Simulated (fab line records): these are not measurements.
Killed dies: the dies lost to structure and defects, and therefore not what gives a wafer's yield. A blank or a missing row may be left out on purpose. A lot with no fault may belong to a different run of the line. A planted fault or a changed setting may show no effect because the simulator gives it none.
Chamber matching	flow n5 finfet	4 sister chambers for N5_ILD0_CMP_03 on cmp-01
The step polishes, stops on SiNx, t overpolish 1.9 s, target thk 197.38 nm. 18 wafers are shown with their chamber, then 9 later ones without.

WAFERS PAIRED WITH THEIR CHAMBERS
wafer	chamber	motor current A (A)	overpolish run s (s)	time to endpoint s (s)
L074.2	2	13.2	1.895	66
L074.3	3	10.3	1.889	66
L074.4	1	13.7	1.896	66
L075.4	1	13.4	1.894	70
L075.5	2	13.2	1.918	68
L075.6	3	10.3	1.923	67
L079.2	3	10.8	1.891	68
L079.5	0	13.5	1.912	66
L079.6	3	10.7	1.902	65
L082.2	1	13.8	1.893	72
L082.4	0	13.2	1.912	66
L082.5	0	13.2	1.915	66
L084.2	2	12.6	1.884	70
L084.3	0	13.5	1.911	69
L084.4	3	10.4	1.886	68
L091.1	3	10.6	1.895	69
L091.3	1	14.1	1.897	69
L091.6	0	13.1	1.901	68

SIGNATURES (means of the wafers above)
reading	chamber 0	chamber 1	chamber 2	chamber 3	scatter within a chamber
motor current A	13.300	13.750	13.000	10.517	0.248
overpolish run s	1.91020	1.89500	1.89900	1.89767	0.0109
time to endpoint s	67.00	69.25	68.00	67.17	1.8
Rule: for a wafer and a chamber, the distance is found by dividing, reading by reading, the gap between the wafer's reading and the chamber's mean by the reading's scatter, squaring, summing and taking the root. If the next closest chamber is less than 2 further off than the closest, the wafer can't be placed; otherwise it belongs to the closest. The scatter is the square root of a quotient: the sum, over the shown wafers, of each reading's squared deviation from its chamber's mean, divided by wafers minus chambers.

WAFERS WITHOUT THEIR CHAMBER
wafer	motor current A (A)	overpolish run s (s)	time to endpoint s (s)
L093.1	13.4	1.896	68
L093.3	12.6	1.901	67
L093.6	13.0	1.904	67
L095.2	13.1	1.899	68
L095.3	11.0	1.907	67
L095.6	12.9	1.921	68
L097.1	13.1	1.918	70
L097.3	12.7	1.896	66
L097.6	10.1	1.902	65

CHAMBER TAKEN BY EACH
wafer	from the rows above	in truth
L093.1	can't be placed: 0 or 1 or 2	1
L093.3	can't be placed: 2 or 0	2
L093.6	can't be placed: 2 or 0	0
L095.2	can't be placed: 2 or 0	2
L095.3	3	3
L095.6	can't be placed: 0 or 2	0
L097.1	can't be placed: 0 or 2 or 1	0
L097.3	can't be placed: 2 or 0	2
L097.6	3	3
Correct placement for 2 of the 9. Can't be placed from these rows: 7 (the true chamber is among the candidates in 7). Wrongly placed: 0.
